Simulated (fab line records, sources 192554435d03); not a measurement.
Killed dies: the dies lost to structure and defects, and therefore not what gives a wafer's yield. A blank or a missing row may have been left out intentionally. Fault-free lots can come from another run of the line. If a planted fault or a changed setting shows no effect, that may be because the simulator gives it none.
Matching of chambers || flow n5-finfet || N5_FIN_CUT_CUT_ETCH_28 on rie-si-02: 4 sister chambers
The step etches Si in HBr/Cl2/O2, target depth 6 nm, time 2.4 s. 24 wafers are shown with their chamber, then 12 later ones without.

== EACH WAFER AND ITS CHAMBER ==
{"wafer": "L075.1", "chamber": 0, "throttle-valve-pct (%)": 37.08, "drypump-motor-current-A (A)": 5.3, "oes-product-au (a.u.)": 1.005}
{"wafer": "L075.4", "chamber": 2, "throttle-valve-pct (%)": 36.84, "drypump-motor-current-A (A)": 5.7, "oes-product-au (a.u.)": 0.999}
{"wafer": "L075.6", "chamber": 1, "throttle-valve-pct (%)": 36.76, "drypump-motor-current-A (A)": 5.7, "oes-product-au (a.u.)": 0.993}
{"wafer": "L077.2", "chamber": 1, "throttle-valve-pct (%)": 36.76, "drypump-motor-current-A (A)": 5.7, "oes-product-au (a.u.)": 1.000}
{"wafer": "L077.4", "chamber": 0, "throttle-valve-pct (%)": 37.06, "drypump-motor-current-A (A)": 5.3, "oes-product-au (a.u.)": 1.006}
{"wafer": "L077.5", "chamber": 0, "throttle-valve-pct (%)": 37.07, "drypump-motor-current-A (A)": 5.3, "oes-product-au (a.u.)": 1.006}
{"wafer": "L078.1", "chamber": 2, "throttle-valve-pct (%)": 36.84, "drypump-motor-current-A (A)": 5.7, "oes-product-au (a.u.)": 0.992}
{"wafer": "L078.2", "chamber": 0, "throttle-valve-pct (%)": 37.07, "drypump-motor-current-A (A)": 5.3, "oes-product-au (a.u.)": 1.007}
{"wafer": "L078.3", "chamber": 3, "throttle-valve-pct (%)": 37.63, "drypump-motor-current-A (A)": 5.6, "oes-product-au (a.u.)": 0.990}
{"wafer": "L078.4", "chamber": 1, "throttle-valve-pct (%)": 36.77, "drypump-motor-current-A (A)": 5.8, "oes-product-au (a.u.)": 0.995}
{"wafer": "L078.5", "chamber": 2, "throttle-valve-pct (%)": 36.83, "drypump-motor-current-A (A)": 5.7, "oes-product-au (a.u.)": 0.996}
{"wafer": "L078.6", "chamber": 3, "throttle-valve-pct (%)": 37.63, "drypump-motor-current-A (A)": 5.6, "oes-product-au (a.u.)": 0.991}
{"wafer": "L085.2", "chamber": 1, "throttle-valve-pct (%)": 36.75, "drypump-motor-current-A (A)": 5.7, "oes-product-au (a.u.)": 1.002}
{"wafer": "L085.3", "chamber": 3, "throttle-valve-pct (%)": 37.61, "drypump-motor-current-A (A)": 5.6, "oes-product-au (a.u.)": 0.981}
{"wafer": "L085.5", "chamber": 3, "throttle-valve-pct (%)": 37.61, "drypump-motor-current-A (A)": 5.6, "oes-product-au (a.u.)": 0.990}
{"wafer": "L086.1", "chamber": 3, "throttle-valve-pct (%)": 37.60, "drypump-motor-current-A (A)": 5.6, "oes-product-au (a.u.)": 0.986}
{"wafer": "L086.3", "chamber": 1, "throttle-valve-pct (%)": 36.76, "drypump-motor-current-A (A)": 5.8, "oes-product-au (a.u.)": 0.998}
{"wafer": "L086.5", "chamber": 2, "throttle-valve-pct (%)": 36.83, "drypump-motor-current-A (A)": 5.7, "oes-product-au (a.u.)": 0.992}
{"wafer": "L087.1", "chamber": 2, "throttle-valve-pct (%)": 36.82, "drypump-motor-current-A (A)": 5.7, "oes-product-au (a.u.)": 0.995}
{"wafer": "L087.3", "chamber": 1, "throttle-valve-pct (%)": 36.76, "drypump-motor-current-A (A)": 5.8, "oes-product-au (a.u.)": 0.995}
{"wafer": "L087.6", "chamber": 2, "throttle-valve-pct (%)": 36.83, "drypump-motor-current-A (A)": 5.7, "oes-product-au (a.u.)": 0.998}
{"wafer": "L089.4", "chamber": 0, "throttle-valve-pct (%)": 37.05, "drypump-motor-current-A (A)": 5.3, "oes-product-au (a.u.)": 1.010}
{"wafer": "L089.5", "chamber": 3, "throttle-valve-pct (%)": 37.62, "drypump-motor-current-A (A)": 5.6, "oes-product-au (a.u.)": 0.985}
{"wafer": "L089.6", "chamber": 2, "throttle-valve-pct (%)": 36.84, "drypump-motor-current-A (A)": 5.8, "oes-product-au (a.u.)": 1.009}

SIGNATURES, as means of the wafers listed above
{"reading": "throttle-valve-pct", "chamber 0": 37.0660, "chamber 1": 36.7600, "chamber 2": 36.8329, "chamber 3": 37.6167, "scatter within a chamber": 0.00948}
{"reading": "drypump-motor-current-A", "chamber 0": 5.300, "chamber 1": 5.750, "chamber 2": 5.714, "chamber 3": 5.600, "scatter within a chamber": 0.0343}
{"reading": "oes-product-au", "chamber 0": 1.00680, "chamber 1": 0.99717, "chamber 2": 0.99729, "chamber 3": 0.98717, "scatter within a chamber": 0.00419}
Rule: a wafer's distance from a chamber is the root of the sum, over the readings, of the square of ((its reading less the chamber's mean) divided by the reading's scatter). If the next closest chamber is less than 2 further off than the closest, the wafer can't be placed; otherwise it belongs to the closest. How the scatter is found: for the shown wafers, subtract from each reading the mean of its chamber, square and add these, divide the total by (wafers less chambers), then take the root.

== WAFERS WITH NO CHAMBER GIVEN ==
{"wafer": "L092.2", "throttle-valve-pct (%)": 36.84, "drypump-motor-current-A (A)": 5.7, "oes-product-au (a.u.)": 1.001}
{"wafer": "L092.3", "throttle-valve-pct (%)": 37.06, "drypump-motor-current-A (A)": 5.3, "oes-product-au (a.u.)": 1.005}
{"wafer": "L092.6", "throttle-valve-pct (%)": 36.76, "drypump-motor-current-A (A)": 5.7, "oes-product-au (a.u.)": 0.994}
{"wafer": "L094.1", "throttle-valve-pct (%)": 36.75, "drypump-motor-current-A (A)": 5.8, "oes-product-au (a.u.)": 1.000}
{"wafer": "L094.5", "throttle-valve-pct (%)": 37.05, "drypump-motor-current-A (A)": 5.3, "oes-product-au (a.u.)": 1.010}
{"wafer": "L094.6", "throttle-valve-pct (%)": 36.76, "drypump-motor-current-A (A)": 5.7, "oes-product-au (a.u.)": 1.006}
{"wafer": "L097.1", "throttle-valve-pct (%)": 36.75, "drypump-motor-current-A (A)": 5.8, "oes-product-au (a.u.)": 0.991}
{"wafer": "L097.2", "throttle-valve-pct (%)": 37.64, "drypump-motor-current-A (A)": 5.6, "oes-product-au (a.u.)": 0.988}
{"wafer": "L097.3", "throttle-valve-pct (%)": 37.04, "drypump-motor-current-A (A)": 5.3, "oes-product-au (a.u.)": 1.006}
{"wafer": "L097.4", "throttle-valve-pct (%)": 36.83, "drypump-motor-current-A (A)": 5.7, "oes-product-au (a.u.)": 0.996}
{"wafer": "L097.5", "throttle-valve-pct (%)": 37.62, "drypump-motor-current-A (A)": 5.6, "oes-product-au (a.u.)": 0.993}
{"wafer": "L097.6", "throttle-valve-pct (%)": 37.07, "drypump-motor-current-A (A)": 5.3, "oes-product-au (a.u.)": 1.010}

== WHICH CHAMBER EACH ONE RAN IN ==
{"wafer": "L092.2", "from the rows above": 2, "in truth": 2}
{"wafer": "L092.3", "from the rows above": 0, "in truth": 0}
{"wafer": "L092.6", "from the rows above": 1, "in truth": 1}
{"wafer": "L094.1", "from the rows above": 1, "in truth": 1}
{"wafer": "L094.5", "from the rows above": 0, "in truth": 0}
{"wafer": "L094.6", "from the rows above": 1, "in truth": 1}
{"wafer": "L097.1", "from the rows above": 1, "in truth": 1}
{"wafer": "L097.2", "from the rows above": 3, "in truth": 3}
{"wafer": "L097.3", "from the rows above": 0, "in truth": 0}
{"wafer": "L097.4", "from the rows above": 2, "in truth": 2}
{"wafer": "L097.5", "from the rows above": 3, "in truth": 3}
{"wafer": "L097.6", "from the rows above": 0, "in truth": 0}
Correct placement for 12 of the 12. Not placeable from these rows: 0. Number placed wrongly: 0.
